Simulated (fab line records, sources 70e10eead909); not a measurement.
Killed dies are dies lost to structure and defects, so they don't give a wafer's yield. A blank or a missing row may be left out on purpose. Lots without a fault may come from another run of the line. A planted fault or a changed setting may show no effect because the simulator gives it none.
Chamber matching | flow nand_harc | NHARC_P_GATE_ALD_36 on ald_sin-04: 3 sister chambers
The step deposits SiNx, target thk 20 nm, pulse time 60 s, ald cycles 223. 3 wafers are shown with their chamber, then 4 later ones without.

WAFERS WITH THEIR CHAMBER
wafer  | chamber | heater_power_w (W)
L860.1 | 0       | 837
L863.2 | 3       | 848
L863.6 | 2       | 732

WAFERS WITHOUT THEIR CHAMBER
wafer  | heater_power_w (W)
L863.5 | 867
L866.4 | 862
L866.6 | 729
L869.4 | 881

WHICH CHAMBER EACH WENT THROUGH
wafer  | from the rows above     | in truth
L863.5 | can't be placed: 3 or 0 | 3
L866.4 | can't be placed: 3 or 0 | 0
L866.6 | 2                       | 2
L869.4 | can't be placed: 3 or 0 | 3
Placed correctly: 1 of 4. Can't be placed from these rows: 3 (the true chamber is among the candidates in 3). Placed wrongly: 0.
How it was worked out, from the rows above alone: a wafer's distance from a chamber is the root of the sum, over the readings, of the square of ((its reading less the chamber's mean) divided by the reading's scatter). The wafer belongs to the nearest chamber; if the next one is less than 2 further off, it can't be placed. A chamber's mean is the mean of its shown wafers. The scatter: with one shown wafer a chamber, the root of the mean of the squares of how far each hidden wafer lies from its nearest shown one.
